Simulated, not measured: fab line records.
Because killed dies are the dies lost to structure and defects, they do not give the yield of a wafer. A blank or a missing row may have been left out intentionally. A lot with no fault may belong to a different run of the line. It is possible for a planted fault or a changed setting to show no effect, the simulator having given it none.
Chamber matching | flow nandHarc | NHARC_A_STAIRCASE_DEP_471 on pecvd-03: 3 sister chambers
The step deposits SiO2, target thk 100 nm. 27 wafers are shown with their chamber, then 12 later ones without.

WAFERS PAIRED WITH THEIR CHAMBERS
wafer  | chamber | throttleValvePct (%) | heaterPowerW (W)
L074.1 | 2       | 14.4                 | 546
L074.4 | 0       | 15.4                 | 480
L074.6 | 2       | 14.4                 | 541
L075.4 | 1       | 16.2                 | 551
L075.5 | 2       | 14.2                 | 566
L075.6 | 0       | 15.1                 | 585
L076.1 | 0       | 15.4                 | 564
L076.2 | 1       | 16.2                 | 585
L076.3 | 2       | 14.4                 | 477
L076.4 | 2       | 14.3                 | 498
L076.5 | 0       | 15.3                 | 570
L076.6 | 1       | 16.3                 | 573
L079.2 | 0       | 15.2                 | 575
L079.4 | 1       | 16.1                 | 581
L079.6 | 0       | 15.3                 | 583
L080.1 | 2       | 14.4                 | 537
L080.5 | 1       | 16.3                 | 572
L080.6 | 2       | 14.7                 | 541
L081.1 | 1       | 16.4                 | 556
L081.4 | 0       | 15.6                 | 470
L081.6 | 1       | 16.2                 | 572
L082.2 | 0       | 15.6                 | 568
L082.4 | 2       | 14.1                 | 529
L082.6 | 1       | 16.3                 | 593
L084.2 | 0       | 15.4                 | 470
L084.4 | 0       | 15.3                 | 479
L084.5 | 1       | 16.4                 | 609

SIGNATURES (means of the wafers above)
reading          | chamber 0 | chamber 1 | chamber 2 | scatter within a chamber
throttleValvePct | 15.360    | 16.267    | 14.363    | 0.148
heaterPowerW     | 534.40    | 576.89    | 529.38    | 36.7
Rule: for each reading, subtract the chamber's mean from the wafer's reading, divide by that reading's scatter and square the result; add these up over the readings and take the root, which gives the wafer's distance from the chamber. If the next closest chamber is less than 2 further off than the closest, the wafer can't be placed; otherwise it belongs to the closest. How the scatter is found: for the shown wafers, subtract from each reading the mean of its chamber, square and add these, divide the total by (wafers less chambers), then take the root.

WAFERS WITHOUT THEIR CHAMBER
wafer  | throttleValvePct (%) | heaterPowerW (W)
L089.2 | 14.5                 | 561
L089.4 | 15.3                 | 536
L089.5 | 16.2                 | 604
L093.2 | 14.6                 | 454
L093.3 | 15.7                 | 548
L093.6 | 16.4                 | 583
L097.1 | 16.4                 | 566
L097.4 | 16.2                 | 541
L097.6 | 14.3                 | 535
L095.2 | 16.5                 | 574
L095.3 | 14.6                 | 565
L095.5 | 15.5                 | 539

EACH ONE'S CHAMBER
wafer  | from the rows above     | in truth
L089.2 | 2                       | 2
L089.4 | 0                       | 0
L089.5 | 1                       | 1
L093.2 | 2                       | 2
L093.3 | can't be placed: 0 or 1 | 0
L093.6 | 1                       | 1
L097.1 | 1                       | 1
L097.4 | 1                       | 1
L097.6 | 2                       | 2
L095.2 | 1                       | 1
L095.3 | 2                       | 2
L095.5 | 0                       | 0
Correct placement for 11 of the 12. From these rows, 1 cannot be placed; in 1 the true chamber is one of the candidates. Number placed wrongly: 0.
